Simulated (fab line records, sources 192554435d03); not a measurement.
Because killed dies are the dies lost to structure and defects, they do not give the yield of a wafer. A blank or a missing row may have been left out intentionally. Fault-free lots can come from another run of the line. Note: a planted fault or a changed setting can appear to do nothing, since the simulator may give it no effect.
Lot-split experiment || flow n5 finfet || 7 lots, 39 wafers read, on a route of 1938 steps

== ABOUT THE SPLIT ==
At N5_BEOL_M5_TRENCH_ETCH_37 (etches SiCOH lowk in C4F6/O2, target depth 71.652 nm, time 24.7 s), the setting target depth a was moved away from the recipe's 716.52 angstrom on 18 of the 39 wafers read, by -23.3% to +47.4%. All remaining wafers had this setting at the recipe value.

== FROM THE SPLIT TO THE READING: what the file shows between them, 13 steps ==
- N5_BEOL_M5_ETCH_41: etches SiCN in CH3F/O2, target depth 31.5 nm, time 56.7 s
- N5_BEOL_M5_STRIP_91: strips in N2/H2, time 10 s
- N5_BEOL_M5_OCD_MEAS_38
- N5_BEOL_M5_HM_STRIP_39: strips TiN in peroxide tin strip, target depth 25 nm, time 158 s
- N5_BEOL_M5_SRD_40: time 30 s
- N5_BEOL_M5_ECD_50: material Cu, target thk 300 nm
- N5_BEOL_M5_ANNEAL_51: time 90 s
- N5_BEOL_M5_CMP_52: polishes, stops on SiCOH lowk, t overpolish 6.9 s, target thk 62 nm
- N5_BEOL_M5_THK_MEAS_53: measures by xrf
- N5_BEOL_M5_PRE_CLEAN_77: time 15 s
- N5_BEOL_M5_CO_CAP_78: material Co, precursor CCTBA/H2, target thk 2 nm, time 102.1 s
- N5_BEOL_M5_PRE_CLEAN_55: time 15 s
- N5_BEOL_M5_DEP_56: deposits SiCN from 3MS/NH3, target thk 8 nm, time 14 s

== THE READING ==
M5_RS in ohm/sq, measured at N5_BEOL_M5_RS_MEAS_57 by four-point-probe. A value of 0.389 ohm/sq with a standard deviation of 0.015 ohm/sq is what fault-free wafers of this fab line usually give.

{"wafer": "L075.1", "tool, chamber at the split": "rie diel-03, 3", "target depth a as run, angstrom": 716.52, "against the recipe": "recipe", "M5_RS, ohm/sq": 0.379, "against lot-mates on the recipe": "-"}
{"wafer": "L075.2", "tool, chamber at the split": "rie diel-03, 0", "target depth a as run, angstrom": 716.52, "against the recipe": "recipe", "M5_RS, ohm/sq": 0.404, "against lot-mates on the recipe": "-"}
{"wafer": "L075.6", "tool, chamber at the split": "rie diel-03, 3", "target depth a as run, angstrom": 716.52, "against the recipe": "recipe", "M5_RS, ohm/sq": 0.371, "against lot-mates on the recipe": "-"}
{"wafer": "L082.1", "tool, chamber at the split": "rie diel-04, 3", "target depth a as run, angstrom": 716.52, "against the recipe": "recipe", "M5_RS, ohm/sq": 0.401, "against lot-mates on the recipe": "-"}
{"wafer": "L082.2", "tool, chamber at the split": "rie diel-04, 0", "target depth a as run, angstrom": 1056, "against the recipe": "+47.4%", "M5_RS, ohm/sq": 0.234, "against lot-mates on the recipe": -0.162}
{"wafer": "L082.3", "tool, chamber at the split": "rie diel-04, 2", "target depth a as run, angstrom": 1056, "against the recipe": "+47.4%", "M5_RS, ohm/sq": 0.226, "against lot-mates on the recipe": -0.170}
{"wafer": "L082.4", "tool, chamber at the split": "rie diel-04, 1", "target depth a as run, angstrom": 1056, "against the recipe": "+47.4%", "M5_RS, ohm/sq": 0.239, "against lot-mates on the recipe": -0.157}
{"wafer": "L082.5", "tool, chamber at the split": "rie diel-04, 3", "target depth a as run, angstrom": 716.52, "against the recipe": "recipe", "M5_RS, ohm/sq": 0.401, "against lot-mates on the recipe": "-"}
{"wafer": "L082.6", "tool, chamber at the split": "rie diel-04, 2", "target depth a as run, angstrom": 716.52, "against the recipe": "recipe", "M5_RS, ohm/sq": 0.386, "against lot-mates on the recipe": "-"}
{"wafer": "L091.1", "tool, chamber at the split": "rie diel-04, 3", "target depth a as run, angstrom": 716.52, "against the recipe": "recipe", "M5_RS, ohm/sq": 0.392, "against lot-mates on the recipe": "-"}
{"wafer": "L091.2", "tool, chamber at the split": "rie diel-04, 0", "target depth a as run, angstrom": 716.52, "against the recipe": "recipe", "M5_RS, ohm/sq": 0.392, "against lot-mates on the recipe": "-"}
{"wafer": "L091.3", "tool, chamber at the split": "rie diel-04, 2", "target depth a as run, angstrom": 1000, "against the recipe": "+39.6%", "M5_RS, ohm/sq": 0.245, "against lot-mates on the recipe": -0.149}
{"wafer": "L091.4", "tool, chamber at the split": "rie diel-04, 1", "target depth a as run, angstrom": 716.52, "against the recipe": "recipe", "M5_RS, ohm/sq": 0.399, "against lot-mates on the recipe": "-"}
{"wafer": "L091.5", "tool, chamber at the split": "rie diel-04, 1", "target depth a as run, angstrom": 1000, "against the recipe": "+39.6%", "M5_RS, ohm/sq": 0.257, "against lot-mates on the recipe": -0.137}
{"wafer": "L091.6", "tool, chamber at the split": "rie diel-04, 0", "target depth a as run, angstrom": 1000, "against the recipe": "+39.6%", "M5_RS, ohm/sq": 0.244, "against lot-mates on the recipe": -0.150}
{"wafer": "L088.1", "tool, chamber at the split": "rie diel-04, 2", "target depth a as run, angstrom": 716.52, "against the recipe": "recipe", "M5_RS, ohm/sq": 0.373, "against lot-mates on the recipe": "-"}
{"wafer": "L088.2", "tool, chamber at the split": "rie diel-04, 0", "target depth a as run, angstrom": 943.8, "against the recipe": "+31.7%", "M5_RS, ohm/sq": 0.267, "against lot-mates on the recipe": -0.112}
{"wafer": "L088.3", "tool, chamber at the split": "rie diel-04, 1", "target depth a as run, angstrom": 716.52, "against the recipe": "recipe", "M5_RS, ohm/sq": 0.383, "against lot-mates on the recipe": "-"}
{"wafer": "L088.4", "tool, chamber at the split": "rie diel-04, 0", "target depth a as run, angstrom": 943.8, "against the recipe": "+31.7%", "M5_RS, ohm/sq": 0.264, "against lot-mates on the recipe": -0.115}
{"wafer": "L088.5", "tool, chamber at the split": "rie diel-04, 1", "target depth a as run, angstrom": 943.8, "against the recipe": "+31.7%", "M5_RS, ohm/sq": 0.274, "against lot-mates on the recipe": -0.105}
{"wafer": "L088.6", "tool, chamber at the split": "rie diel-04, 2", "target depth a as run, angstrom": 716.52, "against the recipe": "recipe", "M5_RS, ohm/sq": 0.380, "against lot-mates on the recipe": "-"}
{"wafer": "L092.1", "tool, chamber at the split": "rie diel-04, 2", "target depth a as run, angstrom": 716.52, "against the recipe": "recipe", "M5_RS, ohm/sq": 0.373, "against lot-mates on the recipe": "-"}
{"wafer": "L092.2", "tool, chamber at the split": "rie diel-04, 1", "target depth a as run, angstrom": 716.52, "against the recipe": "recipe", "M5_RS, ohm/sq": 0.414, "against lot-mates on the recipe": "-"}
{"wafer": "L092.3", "tool, chamber at the split": "rie diel-04, 0", "target depth a as run, angstrom": 549.6, "against the recipe": "-23.3%", "M5_RS, ohm/sq": 0.553, "against lot-mates on the recipe": "+0.163"}
{"wafer": "L092.4", "tool, chamber at the split": "rie diel-04, 2", "target depth a as run, angstrom": 716.52, "against the recipe": "recipe", "M5_RS, ohm/sq": 0.383, "against lot-mates on the recipe": "-"}
{"wafer": "L092.5", "tool, chamber at the split": "rie diel-04, 0", "target depth a as run, angstrom": 549.6, "against the recipe": "-23.3%", "M5_RS, ohm/sq": 0.537, "against lot-mates on the recipe": "+0.147"}
{"wafer": "L092.6", "tool, chamber at the split": "rie diel-04, 1", "target depth a as run, angstrom": 549.6, "against the recipe": "-23.3%", "M5_RS, ohm/sq": 0.609, "against lot-mates on the recipe": "+0.219"}
{"wafer": "L094.1", "tool, chamber at the split": "rie diel-05, 2", "target depth a as run, angstrom": 716.52, "against the recipe": "recipe", "M5_RS, ohm/sq": 0.406, "against lot-mates on the recipe": "-"}
{"wafer": "L094.2", "tool, chamber at the split": "rie diel-05, 1", "target depth a as run, angstrom": 840.3, "against the recipe": "+17.3%", "M5_RS, ohm/sq": 0.332, "against lot-mates on the recipe": -0.069}
{"wafer": "L094.3", "tool, chamber at the split": "rie diel-05, 0", "target depth a as run, angstrom": 840.3, "against the recipe": "+17.3%", "M5_RS, ohm/sq": 0.316, "against lot-mates on the recipe": -0.085}
{"wafer": "L094.4", "tool, chamber at the split": "rie diel-05, 3", "target depth a as run, angstrom": 716.52, "against the recipe": "recipe", "M5_RS, ohm/sq": 0.395, "against lot-mates on the recipe": "-"}
{"wafer": "L094.5", "tool, chamber at the split": "rie diel-05, 3", "target depth a as run, angstrom": 716.52, "against the recipe": "recipe", "M5_RS, ohm/sq": 0.401, "against lot-mates on the recipe": "-"}
{"wafer": "L094.6", "tool, chamber at the split": "rie diel-05, 0", "target depth a as run, angstrom": 840.3, "against the recipe": "+17.3%", "M5_RS, ohm/sq": 0.321, "against lot-mates on the recipe": -0.080}
{"wafer": "L097.1", "tool, chamber at the split": "rie diel-04, 1", "target depth a as run, angstrom": 716.52, "against the recipe": "recipe", "M5_RS, ohm/sq": 0.408, "against lot-mates on the recipe": "-"}
{"wafer": "L097.2", "tool, chamber at the split": "rie diel-04, 0", "target depth a as run, angstrom": 716.52, "against the recipe": "recipe", "M5_RS, ohm/sq": 0.375, "against lot-mates on the recipe": "-"}
{"wafer": "L097.3", "tool, chamber at the split": "rie diel-04, 3", "target depth a as run, angstrom": 716.52, "against the recipe": "recipe", "M5_RS, ohm/sq": 0.382, "against lot-mates on the recipe": "-"}
{"wafer": "L097.4", "tool, chamber at the split": "rie diel-04, 2", "target depth a as run, angstrom": 1001, "against the recipe": "+39.7%", "M5_RS, ohm/sq": 0.245, "against lot-mates on the recipe": -0.143}
{"wafer": "L097.5", "tool, chamber at the split": "rie diel-04, 2", "target depth a as run, angstrom": 1001, "against the recipe": "+39.7%", "M5_RS, ohm/sq": 0.243, "against lot-mates on the recipe": -0.145}
{"wafer": "L097.6", "tool, chamber at the split": "rie diel-04, 3", "target depth a as run, angstrom": 1001, "against the recipe": "+39.7%", "M5_RS, ohm/sq": 0.240, "against lot-mates on the recipe": -0.148}

THE FIT
A straight line over all 39 wafers: M5_RS changes by -0.00416 ohm/sq for each +1% of target depth a; r = -0.96; the points scatter about the line by 0.027 ohm/sq.
The same after taking each lot's own level away (the mean of its wafers on the recipe; 39 wafers): -0.00418 ohm/sq for each +1%; r = -0.96; scatter 0.026 ohm/sq.
According to that fit, moving target depth a by its largest amount changes the reading by 0.2 ohm/sq.
The lots' own levels span 0.3787 to 0.4007 ohm/sq, that is 1.5 times the standard deviation above.
So the lot-to-lot level changes the slope little: the two slopes agree.
Check: -0.187 ohm/sq against its lot-mates is what the line predicts for one of the wafers moved furthest among these (+47.4%) when that wafer is left out of the fit. Against them it came out at -0.162 ohm/sq.

== THE WHOLE CHAIN: every reading that the file lists as answering this split, in the file's order ==
{"step": "N5_BEOL_M5_TRENCH_ETCH_37", "what it does": "etches SiCOH lowk in C4F6/O2, target depth 71.652 nm, time 24.7 s", "reading": "BEOL_M5.feature depth nm (the simulator's own value, which no gauge read)", "change (the file's fit)": "+0.725 nm for each +1% of the setting", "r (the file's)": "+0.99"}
{"step": "N5_BEOL_M5_TRENCH_ETCH_37", "what it does": "etches SiCOH lowk in C4F6/O2, target depth 71.652 nm, time 24.7 s", "reading": "etch.depth nm (the simulator's own value, which no gauge read)", "change (the file's fit)": "+0.725 nm for each +1% of the setting", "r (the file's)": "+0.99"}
{"step": "N5_BEOL_M5_TRENCH_ETCH_37", "what it does": "etches SiCOH lowk in C4F6/O2, target depth 71.652 nm, time 24.7 s", "reading": "TiN_of_BEOL_M5_HM_DEP_02.thk nm (the simulator's own value, which no gauge read)", "change (the file's fit)": "-0.0208 nm for each +1% of the setting", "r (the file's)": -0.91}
{"step": "N5_BEOL_M5_OCD_MEAS_38", "what it does": "", "reading": "trench depth nm", "change (the file's fit)": "+0.724 nm for each +1% of the setting", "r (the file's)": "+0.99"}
{"step": "N5_BEOL_M5_CMP_52", "what it does": "polishes, stops on SiCOH lowk, t overpolish 6.9 s, target thk 62 nm", "reading": "Cu_of_BEOL_M5_ECD_50.thk nm (the simulator's own value, which no gauge read)", "change (the file's fit)": "+0.724 nm for each +1% of the setting", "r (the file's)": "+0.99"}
{"step": "N5_BEOL_M5_THK_MEAS_53", "what it does": "measures by xrf", "reading": "M5_THK", "change (the file's fit)": "+0.718 for each +1% of the setting", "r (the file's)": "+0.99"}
{"step": "N5_BEOL_M5_RS_MEAS_57", "what it does": "measures by four-point-probe", "reading": "M5_RS", "change (the file's fit)": "-0.0039 for each +1% of the setting", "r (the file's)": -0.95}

== FILE'S OWN FIT ==
M5_RS changes by -0.0039 ohm/sq for each +1% of target depth a, r = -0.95.
